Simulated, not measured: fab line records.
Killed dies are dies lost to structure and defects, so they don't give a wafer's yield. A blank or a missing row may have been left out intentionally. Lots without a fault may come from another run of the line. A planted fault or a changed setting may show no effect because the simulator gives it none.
A lot that was struck, set against a sound lot || flow n5Finfet || 37 out of 1938 route steps
Sound: wafers L265.1, L265.4, L265.5. Struck: wafer L274.6 (left out: L274.5, a lot-mate that was not struck); the cause follows at the end.
Each step with rows lists, per side, the tool, then ch with its chambers, then its first start. Under that, the readings that differ: sound wafers || struck wafers || difference of the means || sigmas: that difference in standard deviations of wafers without a fault.
alike: same words and numbers on both sides, and readings whose means sit less than 2 such deviations apart. not compared: any withheld reading, any reading some wafer has no value for, any bound like >300 that may hide the same value, and any number with overlapping values for which the record gives no deviation.
The two part at a step that has a row with sigmas, a row that says differs or no value, or rows on one side only. Non-overlapping numbers with no deviation appear without sigmas and do not part them. A reading that every wafer of one side lacks parts them only if that side has two wafers or more.

N5_ILD0_LINER_00: material SiNx, target thk 4 nm, pulse time 1 s, purge time 2 s.
  sound on aldSin-01 ch 0,2,3, day 5 13:20; struck on aldSin-02 ch 3, day 7 17:47
  alike: heaterPowerW, precursorPulseHeightRel
then, 3 steps without rows for these wafers: N5_ILD0_FCVD_FILL_01 (material SiO2 flowable, target thk 200 nm, time 328.3 s); N5_ILD0_CURE_02 (time 1800 s); N5_ILD0_CMP_03 (polishes, stops on SiNx, t overpolish 1.9 s, target thk 197.38 nm).
N5_ILD0_THK_MEAS_04:
  sound: filmMetro-02 at day 5 16:00; struck: filmMetro-02 at day 7 20:15
  alike: thkNm
then, 1 step without rows for these wafers: N5_ILD0_CMP_07 (polishes SiO2 flowable, stops on poly-Si, t overpolish 1.18 s, target thk 138.88 nm).
N5_ILD0_THK_MEAS_08:
  sound: filmMetro-02 at day 5 16:19; struck: filmMetro-02 at day 7 20:35
{"reading": "thkNm (nm)", "sound": "140.9 140.7 140.5", "struck": 138.3, "difference": -2.4, "sigmas": -2}
then, 1 step without rows for these wafers: N5_ILD0_PRECLEAN_10 (cleans in NF3:NH3, afs cycles 5, time 20 s, sublimation time 60 s).
N5_ILD0_ALD_15: deposits SiNx, target thk 24 nm, pulse time 1 s, ald cycles 480.
  sound on aldSin-03 ch 0,2,3, day 5 17:02; struck on aldSin-03 ch 1, day 7 22:26
{"reading": "precursorPulseHeightRel", "sound": "1.003 1.026 1.030", "struck": 0.953, "difference": -0.067, "sigmas": -3}
  alike: heaterPowerW
N5_ILD0_CMP_12: polishes SiNx, stops on poly-Si, t overpolish 6 s, target thk 17.67 nm.
  sound on cmp-01 ch 0,2, day 5 19:14; struck on cmp-04 ch 1, day 7 23:43
{"reading": "timeToEndpointS (s)", "sound": "26.2 30.3 25.9", "struck": 32.4, "difference": "+4.9", "sigmas": "+3"}
  alike: edgeZonePressureFrac, motorCurrentA, overpolishRunS
  not compared: padLifeWafers
N5_ILD0_THK_MEAS_13:
  sound: filmMetro-02 at day 5 19:32; struck: filmMetro-01 at day 7 23:52
  alike: thkNm
N5_ILD0_INSPECT_06: inspects for defects (darkfield).
  sound: defectInspect-01 at day 5 19:34; struck: defectInspect-01 at day 7 23:53
  alike: rawDefectCount
N5_SDB_HM_DEP_00: deposits SiNx from SiH4/NH3/N2, target thk 40 nm, time 35.3 s.
  sound on pecvd-04 ch 1,2, day 5 19:36; struck on pecvd-04 ch 1, day 7 23:57
{"reading": "model.SiNx_of_SDB_HM_DEP_00.thkNm (nm)", "sound": "39.4 40 40.2", "struck": 29.4, "difference": -10.5, "sigmas": ""}
  alike: heaterPowerW, showerheadPlenumPTorr, throttleValvePct
then, 8 steps without rows for these wafers: N5_SDB_COAT_03 (time 60 s, resist thk 100 nm); N5_SDB_COAT_04 (time 60 s, resist thk 18 nm); N5_SDB_COAT_05 (resist thk 90 nm); N5_SDB_EBR_07; N5_SDB_SOFTBAKE_06 (time 60 s); N5_SDB_EXPOSE_08 (exposes mask SDB); N5_SDB_PEB_09 (peb time 60 s); N5_SDB_DEVELOP_10 (develop time 30 s).
N5_SDB_CD_MEAS_11 targets a cd of 50 nm.
  sound on cdSem-01 ch 0, day 5 20:03; struck on cdSem-01 ch 0, day 8 00:15
  alike: cdNm
N5_SDB_OVL_MEAS_12:
  sound on overlay-01 ch 0, day 5 20:05; struck on overlay-01 ch 0, day 8 00:17
{"reading": "SDB_OVL (nm)", "sound": "0.4 0.6 0.4", "struck": -1.0, "difference": -1.5, "sigmas": -2}
N5_SDB_INSPECT_13: inspects for defects (brightfield).
  sound: defectInspect-01 at day 5 20:06; struck: defectInspect-01 at day 8 00:18
  alike: rawDefectCount
N5_SDB_DESCUM_16: chemistry O2, time 7.9 s.
  sound on rieDiel-05 ch 0,1,3, day 5 20:08; struck on rieDiel-04 ch 0, day 8 00:52
{"reading": "drypumpMotorCurrentA (A)", "sound": "5.8 5.6 5.5", "struck": 6.3, "difference": "+0.7", "sigmas": "+2"}
  alike: oesProductAu, rfVppV, showerheadPlenumPTorr, throttleValvePct
  not compared: rfHoursCounterH
then, 3 steps without rows for these wafers: N5_SDB_ETCH_17 (etches SiARC in CF4, target depth 23.4 nm, time 39 s); N5_SDB_ETCH_18 (etches SOC in N2/H2, target depth 100 nm, overetch 20 nm, time 150 s); N5_SDB_STRIP_19 (strips in N2/H2).
N5_SDB_STRIP_21: strips in CF4.
  sound on rieDiel-05 ch 0,1,3, day 5 20:21; struck on rieDiel-04 ch 0, day 8 01:04
{"reading": "drypumpMotorCurrentA (A)", "sound": "5.8 5.7 5.5", "struck": 6.3, "difference": "+0.6", "sigmas": "+2"}
  alike: oesProductAu, powerW, rfVppV, showerheadPlenumPTorr, throttleValvePct
  not compared: rfHoursCounterH
N5_SDB_HM_OPEN_20: chemistry CH3F/O2, target SiNx, stops on poly-Si, target depth 24 nm.
  sound on rieDiel-05 ch 0,1,3, day 5 20:22; struck on rieDiel-04 ch 0, day 8 01:07
{"reading": "drypumpMotorCurrentA (A)", "sound": "5.8 5.7 5.5", "struck": 6.3, "difference": "+0.6", "sigmas": "+2"}
{"reading": "oesProductAu (a.u.)", "sound": "0.70 0.74 0.60", "struck": 0.44, "difference": -0.24, "sigmas": -4}
{"reading": "model.etch.depthNm (nm)", "sound": "23.47 24.08 24.21", "struck": 13.39, "difference": -10.53, "sigmas": ""}
  alike: oes_ar_750_au, rfVppV, showerheadPlenumPTorr, throttleValvePct
  not compared: rfHoursCounterH
then, 5 steps without rows for these wafers: N5_SDB_STRIP_22 (strips in N2/H2); N5_SDB_PRECLEAN_23 (cleans in dHF, time 30 s); N5_SDB_DUMMY_REMOVE_24 (chemistry TMAH, target poly-Si, stops on SiO2, target depth 142 nm, time 57 s, rinse time 30 s); N5_SDB_ETCH_25 (etches SiO2 in C4F6/O2, target depth 10 nm, time 3.3 s); N5_SDB_CUT_ETCH_26 (etches Si in HBr/Cl2/O2, target depth 129.6 nm, bt time 20 s, time 51.8 s).
N5_SDB_PRECLEAN_38: cleans in dHF, time 10 s.
  sound on wetBench-01 ch 1,6,7, day 5 20:52; struck on wetBench-05 ch 5, day 8 01:47
{"reading": "model.SiNx_of_SDB_HM_DEP_00.thkNm (nm)", "sound": "21.2 21.8 22.2", "struck": 12, "difference": -10, "sigmas": ""}
then, 1 step without rows for these wafers: N5_SDB_PRECLEAN_39 (cleans in O3/DIW, time 45 s).

== WHERE THEY PART ==
At N5_ILD0_THK_MEAS_08 first; at N5_SDB_HM_OPEN_20 last (within this record only).

WHY: what had been put in by the simulator
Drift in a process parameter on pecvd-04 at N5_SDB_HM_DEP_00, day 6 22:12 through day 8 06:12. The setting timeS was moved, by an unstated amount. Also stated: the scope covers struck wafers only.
